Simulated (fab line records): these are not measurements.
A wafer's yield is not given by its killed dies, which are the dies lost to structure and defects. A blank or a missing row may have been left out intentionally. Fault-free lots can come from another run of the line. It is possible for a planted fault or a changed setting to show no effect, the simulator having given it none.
fab line records	flow n5_finfet
record: lots: 14	wafers: 42	last_day: 19
route steps=1938 shown BEOL_M11@1539
lots that met no fault: taken from a fault-free run of the same line
start_h: hours from the record's first day to the start of the lot's first wafer shown	wait_h: hours from the lot's prior step to this one	" identical to the entry in the row above	L1.1+2: a single row standing in for several wafers	- value missing, or start not given	* or withheld: withheld	< > ~ a bound
route shown NAME@n: a module of which the file shows steps, and the number in the route of the first	usual: average and standard deviation across the fault-free wafers	same: alike in all rows	chamber/n: place in a boat	sites: the reading at each site	_std_site: the values' standard deviation	_edge_site: the outer-site mean with the inner-site mean subtracted	radius_mm: how far each site lies from the wafer's centre	mask NAME#n: copy n	behind: the most recent tool/chamber to have shaped the wafer	hold: cause of the lot's hold/its duration in hours/its outcome	device: the transistor (n, p or np) that didn't switch	end of line: tests of these same wafers at the route's end	a step without rows: its recipe alone	killed: dies that structure and defects cost at the first sort, which is not the same as the wafer's yield	map: dies across one wafer; x = killed, . = not, _ = none there
set.NAME: setting as actually run; set.NAME@STEP: the setting as run at that earlier step	model.NAME: the simulator's own value behind a step, which no gauge read
a sample of lots followed through the steps of the route, with each step as a table and each wafer as a row
services: the hour from which a tool's chamber was out of use, counted from the record's first day as start_h (under 0 if before that day), plus the number of hours and why
== steps ==
step: N5_BEOL_M11_PECVD_70
recipe: material: SiO2	target_thk_a: 200	temp_c: 400	precursor: TEOS/O2	pressure_torr: 5.5	rf_w: 450	teos_flow_sccm: 53.8	gas: O2	flow_sccm: 3000	time_s: 22.7
usual: heater_power_outer_w: 418/56	heater_power_w: 724/68	showerhead_plenum_p_Torr: 8.765/0.026	throttle_valve_pct: 21.8/0.89
lot.wafer	tool	chamber	start_h	wait_h	heater_power_outer_w	heater_power_w	showerhead_plenum_p_Torr	throttle_valve_pct
L304.2	pecvd-02	0	225.69	0.0	488	767	8.755	22.8
L304.4	"	1	"	"	399	699	8.760	22.4
L304.5	"	0	"	"	482	769	8.772	22.5
L306.1	pecvd-03	1	235.30	0.0	375	722	8.767	21.5
L306.2	"	1	"	"	373	722	8.770	21.6
L306.4	"	1	"	"	376	734	8.803	21.7
L308.1	pecvd-04	2	245.60	0.0	427	719	8.778	20.9
L308.4	"	2	"	"	423	711	8.764	20.8
L308.6	"	1	"	"	552	901	8.808	21.4
L309.2	pecvd-02	2	250.90	0.0	353	615	8.767	20.9
L309.3	"	0	"	"	468	749	8.769	22.4
L309.4	"	2	"	"	352	597	8.774	20.6
L310.3	pecvd-03	1	272.30	0.0	317	639	8.779	21.6
L310.4	"	0	"	"	461	730	8.769	23.5
L310.6	"	1	"	"	318	646	8.739	21.5
L316.1	pecvd-02	0	306.32	0.0	451	742	8.745	22.5
L316.2	"	1	"	"	370	655	8.741	22.3
L316.5	"	0	"	"	454	719	8.746	22.7
L317.1	pecvd-04	2	316.93	0.0	377	645	8.747	21.2
L317.4	"	2	"	"	376	635	8.766	21.0
L317.5	"	0	"	"	389	764	8.780	22.6
L319.1	pecvd-04	2	318.43	0.0	374	625	8.745	21.3
L319.5	"	0	"	"	372	722	8.778	22.6
L319.6	"	1	"	"	485	797	8.811	21.2
L320.1	pecvd-04	1	333.24	0.0	459	804	8.797	21.5
L320.2	"	2	"	"	371	610	8.788	21.1
L320.4	"	2	"	"	363	602	8.758	21.2
L322.2	pecvd-02	2	336.37	0.0	406	673	8.749	21.4
L322.4	"	2	"	"	398	691	8.783	21.3
L322.6	"	0	"	"	477	770	8.777	22.8
L323.4	pecvd-04	0	365.03	0.1	413	776	8.792	22.5
L323.5	"	1	"	"	469	805	8.789	21.5
L323.6	"	2	"	"	476	772	8.766	21.4
L305.2	pecvd-04	0	367.14	0.0	356	719	8.789	22.5
L305.3	"	1	"	"	536	931	8.791	21.6
L305.5	"	1	"	"	537	896	8.795	21.6
L326.1	pecvd-04	2	385.35	0.0	440	676	8.737	21.4
L326.3	"	0	"	"	377	728	8.793	22.5
L326.6	"	0	"	"	387	742	8.818	22.3
L325.1	pecvd-03	1	405.56	0.0	262	592	8.773	21.6
L325.3	"	0	"	"	453	757	8.780	24.0
L325.4	"	2	"	"	390	662	8.701	19.9
step: N5_BEOL_M11_STRIP_19
recipe: chemistry: O2	power_w: 400	temp_c: 40	pressure_mtorr: 30	rf_frequency_hz: 6e+07	bias_power_w: 0	overash_fraction: 0.2	o2_flow_sccm: 225
usual: drypump_motor_current_A: 5.5/0.42	oes_product_au: 0.79/0.079	rf_vpp_V: 3.7/0.54	showerhead_plenum_p_Torr: 2.11/0.066	temp_c: 40.01/0.1	throttle_valve_pct: 16.79/0.13
lot.wafer	tool	chamber	start_h	wait_h	drypump_motor_current_A	oes_product_au	rf_hours_counter_h	rf_vpp_V	showerhead_plenum_p_Torr	temp_c	throttle_valve_pct
L304.2	rie_diel-05	0	227.58	0.1	4.9	0.96	7	3.1	2.15	40.11	16.83
L304.4	"	1	"	"	6.2	0.79	100	3.0	2.10	39.80	16.69
L304.5	"	2	"	"	5.7	0.73	-	2.9	2.01	40.06	16.99
L306.1	rie_diel-04	0	237.70	0.1	5.5	0.71	211	4.4	2.19	40.01	16.67
L306.2	"	3	"	"	5.4	0.66	248	4.0	2.05	40.08	16.99
L306.4	"	1	"	"	5.0	0.73	157	4.0	2.19	39.81	16.79
L308.1	rie_diel-04	1	248.65	0.1	5.0	0.74	160	3.8	2.19	40.06	16.80
L308.4	"	0	"	"	5.4	0.72	-	3.4	2.19	40.04	16.67
L308.6	"	1	"	"	5.0	0.73	-	3.9	2.19	40.09	16.81
L309.2	rie_diel-05	2	252.62	0.1	5.7	0.74	178	3.7	2.01	40.05	16.99
L309.3	"	0	"	"	5.0	0.94	15	4.4	2.15	40.07	16.86
L309.4	"	1	"	"	6.2	0.78	105	3.9	2.10	40.00	16.70
L310.3	rie_diel-05	0	275.58	0.1	5.0	0.92	22	4.1	2.15	40.11	16.88
L310.4	"	1	"	"	6.2	0.78	-	2.8	2.09	40.08	16.70
L310.6	"	0	"	"	5.0	0.92	-	3.4	2.15	40.02	16.89
L316.1	rie_diel-05	1	308.91	0.1	6.2	0.77	122	4.6	2.09	40.07	16.73
L316.2	"	0	"	"	4.9	0.91	29	3.5	2.14	39.94	16.85
L316.5	"	2	"	"	5.7	0.72	-	3.3	2.00	40.02	17.02
L317.1	rie_diel-04	3	318.62	0.2	5.4	0.91	15	3.7	2.04	39.81	16.57
L317.4	"	0	"	"	5.5	0.70	233	4.3	2.18	40.04	16.73
L317.5	"	2	"	"	5.0	0.84	-	3.7	2.13	39.87	16.74
L319.1	rie_diel-02	3	320.43	0.1	5.7	0.85	50	3.5	2.21	39.98	16.50
L319.5	"	2	"	"	5.7	0.72	-	3.8	2.17	40.18	16.79
L319.6	"	1	"	"	6.1	0.84	-	3.7	2.10	39.94	16.91
L320.1	rie_diel-05	2	336.12	0.1	5.7	0.70	203	2.8	2.00	39.81	17.02
L320.2	"	1	"	"	6.2	0.76	129	4.1	2.09	40.12	16.75
L320.4	"	3	"	"	5.4	0.71	218	4.7	1.98	40.01	16.72
L322.2	rie_diel-02	0	339.04	0.1	5.5	0.75	151	3.9	2.10	39.99	16.87
L322.4	"	1	"	"	6.0	0.82	91	3.6	2.10	40.11	16.89
L322.6	"	1	"	"	6.1	0.83	-	2.9	2.10	40.14	16.90
L323.4	rie_diel-04	3	367.50	0.1	5.4	0.91	21	2.4	2.04	40.16	16.59
L323.5	"	2	"	"	4.9	0.82	-	2.6	2.12	39.92	16.77
L323.6	"	3	"	"	5.4	0.92	-	3.4	2.04	39.96	16.59
L305.2	rie_diel-04	0	368.59	0.1	5.5	0.69	249	3.1	2.18	39.93	16.75
L305.3	"	1	"	"	5.0	0.70	196	3.5	2.17	40.02	16.85
L305.5	"	2	"	"	4.9	0.82	-	4.4	2.12	39.97	16.78
L326.1	rie_diel-05	2	388.41	0.1	5.7	0.71	219	3.8	1.99	39.84	17.05
L326.3	"	1	"	"	6.2	0.76	145	3.6	2.08	40.01	16.79
L326.6	"	0	"	"	4.9	0.85	-	3.2	2.14	39.78	16.92
L325.1	rie_diel-02	2	407.05	0.1	5.7	0.71	221	3.7	2.16	40.20	16.85
L325.3	"	3	"	"	5.7	0.83	74	2.6	2.20	40.34	16.52
L325.4	"	1	"	"	6.0	0.80	109	4.4	2.09	39.91	16.93
step: N5_BEOL_M11_PEB_26
recipe: peb_temp_c: withheld	peb_time_s: 60	resist: CAR-ArF
usual: chill_plate_temp_C: 23.00/0.11	exhaust_pa: 45.1/0.88
lot.wafer	tool	chamber	start_h	wait_h	chill_plate_temp_C	exhaust_pa
L304.2	litho_track-04	0	230.94	0.1	23.05	45.3
L304.4	"	0	"	"	23.11	45.9
L304.5	"	0	"	"	22.88	44.7
L306.1	litho_track-04	0	239.92	0.1	23.09	45.2
L306.2	"	0	"	"	23.05	44.5
L306.4	"	0	"	"	22.98	43.6
L308.1	litho_track-02	0	250.52	0.1	23.12	46.6
L308.4	"	0	"	"	23.09	46.3
L308.6	"	0	"	"	23.06	45.5
L309.2	litho_track-02	-	263.45	0.1	-	-
L309.3	"	-	"	"	-	-
L309.4	"	-	"	"	-	-
L310.3	litho_track-04	-	276.56	0.0	-	-
L310.4	"	-	"	"	-	-
L310.6	"	-	"	"	-	-
L316.1	litho_track-02	0	310.21	0.1	22.88	45.6
L316.2	"	0	"	"	23.16	45.7
L316.5	"	0	"	"	23.00	46.8
L317.1	litho_track-02	0	319.22	0.1	22.98	44.7
L317.4	"	0	"	"	22.97	43.9
L317.5	"	0	"	"	23.09	45.0
L319.1	litho_track-04	0	324.18	0.1	22.99	45.3
L319.5	"	0	"	"	22.85	44.7
L319.6	"	0	"	"	22.73	44.1
L320.1	litho_track-02	0	337.39	0.1	23.07	46.3
L320.2	"	0	"	"	23.10	46.5
L320.4	"	0	"	"	22.98	45.6
L322.2	litho_track-04	0	340.18	0.1	22.98	45.1
L322.4	"	0	"	"	22.83	45.1
L322.6	"	0	"	"	23.04	46.3
L323.4	litho_track-01	0	368.70	0.0	23.00	45.5
L323.5	"	0	"	"	22.97	45.3
L323.6	"	0	"	"	22.92	45.9
L305.2	litho_track-02	0	369.09	0.1	23.13	44.5
L305.3	"	0	"	"	23.04	44.6
L305.5	"	0	"	"	22.99	46.4
L326.1	litho_track-04	0	388.70	0.1	22.93	44.2
L326.3	"	0	"	"	23.09	44.2
L326.6	"	0	"	"	23.10	45.1
L325.1	litho_track-02	0	408.43	0.1	23.27	46.1
L325.3	"	0	"	"	23.20	45.0
L325.4	"	0	"	"	23.16	44.9
step: N5_BEOL_M11_VIA_ETCH_34
recipe: chemistry: C4F6/O2	target: SiCOH_lowk	target_depth_a: 1845	mask_material: SOC	taper_deg: 4	time_s: 69.2	ion_energy_ev: 250	pressure_mtorr: 30	source_w: 345	bias_w: 185	Ar_flow_sccm: 300	C4F6_flow_sccm: 10	O2_flow_sccm: 10
usual: drypump_motor_current_A: 5.6/0.36	mfc_ar_sccm: 299.9/1	oes_product_au: 0.79/0.077	rf_vpp_V: 671/16	showerhead_plenum_p_Torr: 2.89/0.094	throttle_valve_pct: 21.07/0.15
lot.wafer	tool	chamber	start_h	wait_h	drypump_motor_current_A	mfc_ar_sccm	oes_product_au	rf_hours_counter_h	rf_vpp_V	showerhead_plenum_p_Torr	throttle_valve_pct
L304.2	rie_diel-02	2	231.48	0.0	5.7	300.9	0.74	168	697	2.96	20.97
L304.4	"	0	"	"	5.6	300.5	0.77	-	659	2.88	21.15
L304.5	"	2	"	"	5.7	302.0	0.73	-	694	2.96	20.97
L306.1	rie_diel-05	1	240.30	0.0	6.2	300.9	0.80	101	671	2.86	20.99
L306.2	"	2	"	"	5.7	298.4	0.73	174	634	2.70	21.00
L306.4	"	3	"	"	5.4	299.7	0.74	194	667	2.75	21.05
L308.1	rie_diel-02	2	251.18	0.0	5.7	299.9	0.75	174	695	2.95	20.97
L308.4	"	3	"	"	5.8	299.9	0.89	33	657	3.04	20.97
L308.6	"	2	"	"	5.7	299.6	0.75	-	696	2.95	20.98
L309.2	rie_diel-02	1	263.85	0.0	6.0	298.9	0.86	67	666	2.89	21.32
L309.3	"	2	"	"	5.7	298.8	0.73	177	696	2.95	20.96
L309.4	"	3	"	"	5.7	300.9	0.89	36	657	3.04	20.93
L310.3	rie_diel-02	0	277.22	0.0	5.6	300.2	0.76	132	660	2.88	21.17
L310.4	"	3	"	"	5.7	298.8	0.88	40	657	3.04	20.94
L310.6	"	3	"	"	5.7	298.5	0.88	-	656	3.04	20.94
L316.1	rie_diel-02	3	310.57	0.0	5.7	300.0	0.87	46	656	3.04	20.97
L316.2	"	2	"	"	5.7	299.4	0.72	191	694	2.95	20.98
L316.5	"	0	"	"	5.5	298.7	0.75	-	660	2.87	21.17
L317.1	rie_diel-02	2	319.74	0.0	5.7	301.4	0.73	195	696	2.94	21.01
L317.4	"	1	"	"	6.1	300.2	0.84	84	666	2.89	21.34
L317.5	"	2	"	"	5.7	299.1	0.74	-	696	2.94	21.01
L319.1	rie_diel-04	1	324.55	0.0	5.0	299.1	0.72	181	681	2.95	21.02
L319.5	"	3	"	"	5.4	299.2	0.92	-	675	2.78	20.87
L319.6	"	2	"	"	5.0	299.4	0.86	-	683	2.91	21.16
L320.1	rie_diel-05	2	337.76	0.0	5.7	300.5	0.70	203	634	2.68	21.06
L320.2	"	1	"	"	6.2	299.0	0.76	130	669	2.85	21.02
L320.4	"	0	"	"	5.0	301.0	0.87	37	682	2.91	21.26
L322.2	rie_diel-02	0	340.63	0.0	5.6	300.6	0.74	151	659	2.87	21.18
L322.4	"	1	"	"	6.1	299.0	0.83	91	666	2.88	21.34
L322.6	"	1	"	"	6.0	300.2	0.83	-	667	2.88	21.35
L323.4	rie_diel-05	2	369.06	0.0	5.6	299.9	0.70	212	635	2.68	21.06
L323.5	"	2	"	"	5.7	299.6	0.70	-	634	2.68	21.05
L323.6	"	3	"	"	5.4	299.4	0.71	-	667	2.73	21.11
L305.2	rie_diel-02	1	369.80	0.0	6.1	300.1	0.82	98	666	2.88	21.37
L305.3	"	0	"	"	5.6	298.8	0.74	158	660	2.87	21.19
L305.5	"	1	"	"	6.1	299.7	0.82	-	666	2.88	21.35
L326.1	rie_diel-04	1	389.40	0.0	5.0	300.3	0.70	201	680	2.94	21.05
L326.3	"	2	"	"	5.0	300.6	0.83	72	683	2.90	21.15
L326.6	"	2	"	"	5.0	300.5	0.83	-	681	2.90	21.16
L325.1	rie_diel-02	2	408.79	0.0	5.7	299.2	0.71	222	696	2.93	21.04
L325.3	"	1	"	"	6.1	299.5	0.81	109	667	2.87	21.38
L325.4	"	0	"	"	5.6	299.8	0.73	167	660	2.86	21.20
== services ==
tool	chamber	start_h	hours	kind
rie_diel-05	1	213.02	4.7	repair
rie_diel-04	1	214.95	6.7	repair
rie_diel-04	1	222.61	13.5	repair
rie_diel-05	1	230.47	5.5	repair
rie_diel-02	1	230.65	2.4	repair
pecvd-03	0	230.99	13.4	repair
rie_diel-04	3	248.14	-	clean
rie_diel-04	3	248.14	-	consumable_replace:focus_ring
rie_diel-04	3	248.14	17.8	scheduled_down
rie_diel-04	3	248.14	17.8	vent_cycle
rie_diel-05	3	263.47	13.5	repair
pecvd-04	-	285.39	1.9	repair
rie_diel-02	3	294.20	9.6	repair
pecvd-02	-	309.21	0.3	repair
pecvd-02	2	319.24	2.2	repair
rie_diel-04	3	330.35	22.4	repair
pecvd-03	2	336.06	4.2	repair
pecvd-03	0	363.33	5.6	repair
pecvd-04	0	367.23	5.5	scheduled_down
rie_diel-04	0	370.65	-	clean
rie_diel-04	0	370.65	-	consumable_replace:focus_ring
rie_diel-04	0	370.65	17.5	scheduled_down
rie_diel-02	0	375.55	2.3	repair
rie_diel-05	2	392.86	3.8	repair
== key ==
first_sign: step: N5_BEOL_M11_PEB_26	reading: tool_record	direction: missing
effect none on later readings
met_at N5_BEOL_M11_PEB_26
struck_lots L309,L310
later_rows_left_out L309.2,L309.3,L309.4,L310.3,L310.4,L310.6
sort_left_out L309.2,L309.3,L309.4,L310.3,L310.4,L310.6
not_acting_at N5_BEOL_M11_PECVD_70,N5_BEOL_M11_STRIP_19,N5_BEOL_M11_VIA_ETCH_34
onset_between 250.52 263.45
fault: kind: skipped_step_whole	tool: litho_track-01,litho_track-02,litho_track-04	chamber: -	onset_h: 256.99	steps: N5_BEOL_M11_PEB_26	scope: struck_lots_only
sort_left_out: the simulated sort isn't trusted on such a fault, so these wafers' sort isn't shown, and their yield isn't known
later_rows_left_out: the simulator's readings of these wafers behind a module that went badly wrong aren't trusted and aren't shown, but for the sort
